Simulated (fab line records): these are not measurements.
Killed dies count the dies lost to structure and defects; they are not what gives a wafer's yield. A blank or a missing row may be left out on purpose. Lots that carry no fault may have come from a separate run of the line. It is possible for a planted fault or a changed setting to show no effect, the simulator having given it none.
Split-lot experiment	flow n5Finfet	on a route of 1938 steps: 7 lots, 21 wafers read

## SPLIT DETAILS
At N5_WELL_APT_EXPOSE_22 (exposes mask PWELL, defocus 0 nm, target cd 200 nm), the setting doseMj was moved away from the recipe's 23.2 on 4 of the 21 wafers read, by -4.6% to +5.7%. For the rest of the wafers, this setting stayed at what the recipe calls for.

## FROM THE SPLIT TO THE READING: what the file shows between them, 3 steps
- N5_WELL_APT_PEB_23: peb time 90 s
- N5_WELL_APT_DEVELOP_24: develop time 45 s
- N5_WELL_APT_HARDBAKE_29: time 120 s

## THE READING
cdNm (nm) at N5_WELL_APT_CD_MEAS_25, where the cd target is 200 nm. A value of 200.2 nm with a standard deviation of 2.6 nm is what fault-free wafers of this fab line usually give.

wafer	tool, chamber at the split	doseMj as run	against the recipe	cdNm, nm	against lot-mates on the recipe
L077.2	krfScanner-01, 0	23.2	recipe	202.6	-
L077.3	krfScanner-01, 0	23.2	recipe	204.4	-
L077.4	krfScanner-01, 0	23.2	recipe	202.3	-
L078.1	krfScanner-01, 0	23.2	recipe	201.6	-
L078.2	krfScanner-01, 0	23.2	recipe	203.2	-
L078.6	krfScanner-01, 0	23.2	recipe	199.4	-
L079.2	krfScanner-02, 0	22.39	-3.5%	186.5	-8.8
L079.5	krfScanner-02, 0	23.2	recipe	195.3	-
L079.6	krfScanner-02, 0	22.39	-3.5%	190.5	-4.8
L080.3	krfScanner-01, 0	23.2	recipe	200.9	-
L080.4	krfScanner-01, 0	23.2	recipe	202.9	-
L080.5	krfScanner-01, 0	23.2	recipe	202.0	-
L083.2	krfScanner-01, 0	23.2	recipe	196.4	-
L083.3	krfScanner-01, 0	23.2	recipe	198.6	-
L083.5	krfScanner-01, 0	23.2	recipe	196.2	-
L084.1	krfScanner-01, 0	22.13	-4.6%	190.7	-9.0
L084.2	krfScanner-01, 0	23.2	recipe	201.5	-
L084.4	krfScanner-01, 0	23.2	recipe	197.9	-
L085.2	krfScanner-02, 0	24.53	+5.7%	214.4	+11.7
L085.5	krfScanner-02, 0	23.2	recipe	202.4	-
L085.6	krfScanner-02, 0	23.2	recipe	203.0	-

THE FIT
A straight line over all 21 wafers: cdNm changes by +2.65 nm for each +1% of doseMj; r = +0.88; the points scatter about the line by 2.9 nm.
The same after taking each lot's own level away (the mean of its wafers on the recipe; 21 wafers): +1.99 nm for each +1%; r = +0.95; scatter 1.3 nm.
On that fit, the largest move of doseMj shifts the reading by 11 nm.
The lots' own levels span 195.30 to 203.10 nm, that is 3.0 times the standard deviation above.
In other words, the slope is changed by the lot-to-lot level; the two fits disagree.
Check: for one of the wafers moved furthest among these (+5.7%), held out of the fit, the line's prediction against its lot-mates is +11.2 nm. Against them it came out at +11.7 nm.

## ADDITIONAL SPLITS CARRIED BY THESE WAFERS
Note: prior to the reading, these wafers also went through further splits. Each is held against what the fit with the lots' levels taken away leaves over:
other split on the same wafers	wafers away from the commonest value	r with cdNm (lot level and that fit taken away)
N5_WELL_APT_COAT_19 spinRpm	5	+0.43

## THE WHOLE CHAIN: every reading that the file lists as answering this split, in the file's order
step	what it does	reading	change (the file's fit)	r (the file's)
N5_WELL_APT_CD_MEAS_25	target cd 200 nm	cdNm	+2 nm for each +1% of the setting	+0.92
N5_WELL_APT_DESCUM_30	chemistry O2, time 7.9 s	WELL_APT.cdNm (the simulator's own value, which no gauge read)	+2.05 nm for each +1% of the setting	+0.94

## FILE'S OWN FIT
cdNm changes by +2 nm for each +1% of doseMj, r = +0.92.
